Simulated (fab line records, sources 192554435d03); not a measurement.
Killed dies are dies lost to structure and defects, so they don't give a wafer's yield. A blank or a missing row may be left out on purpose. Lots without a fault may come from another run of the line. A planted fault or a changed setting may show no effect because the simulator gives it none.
Chamber matching | flow n5_finfet | N5_MIM_TOP_ALD_00 on ald_hk-03: 4 sister chambers
The step deposits Al2O3, purge time 3 s, co reactant pulse time 3 s. 7 wafers are shown with their chamber, then 7 later ones without.

WAFERS WITH THEIR CHAMBER
wafer  | chamber | precursor_pulse_height_rel
L134.1 | 2       | 0.991
L134.6 | 1       | 0.990
L140.1 | 0       | 0.989
L140.2 | 3       | 1.015
L140.6 | 2       | 1.008
L143.1 | 3       | 1.022
L143.2 | 0       | 1.004

WAFERS WITHOUT THEIR CHAMBER
wafer  | precursor_pulse_height_rel
L143.6 | 1.016
L149.3 | 0.965
L149.5 | 1.017
L149.6 | 0.993
L150.1 | 0.991
L150.4 | 1.012
L150.5 | 0.979

WHICH CHAMBER EACH WENT THROUGH
wafer  | from the rows above               | in truth
L143.6 | can't be placed: 3 or 2 or 0      | 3
L149.3 | can't be placed: 1 or 0 or 2      | 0
L149.5 | can't be placed: 3 or 2 or 0      | 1
L149.6 | can't be placed: 1 or 0 or 2      | 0
L150.1 | can't be placed: 1 or 0 or 2      | 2
L150.4 | can't be placed: 3 or 2 or 0 or 1 | 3
L150.5 | can't be placed: 1 or 0 or 2      | 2
Placed correctly: 0 of 7. Can't be placed from these rows: 7 (the true chamber is among the candidates in 6). Placed wrongly: 0.
How it was worked out, from the rows above alone: a wafer's distance from a chamber is the root of the sum, over the readings, of the square of ((its reading less the chamber's mean) divided by the reading's scatter). The wafer belongs to the nearest chamber; if the next one is less than 2 further off, it can't be placed. A chamber's mean is the mean of its shown wafers. The scatter: the root of (the sum of the squares of (reading less its chamber's mean) over the shown wafers, divided by (wafers less chambers)).
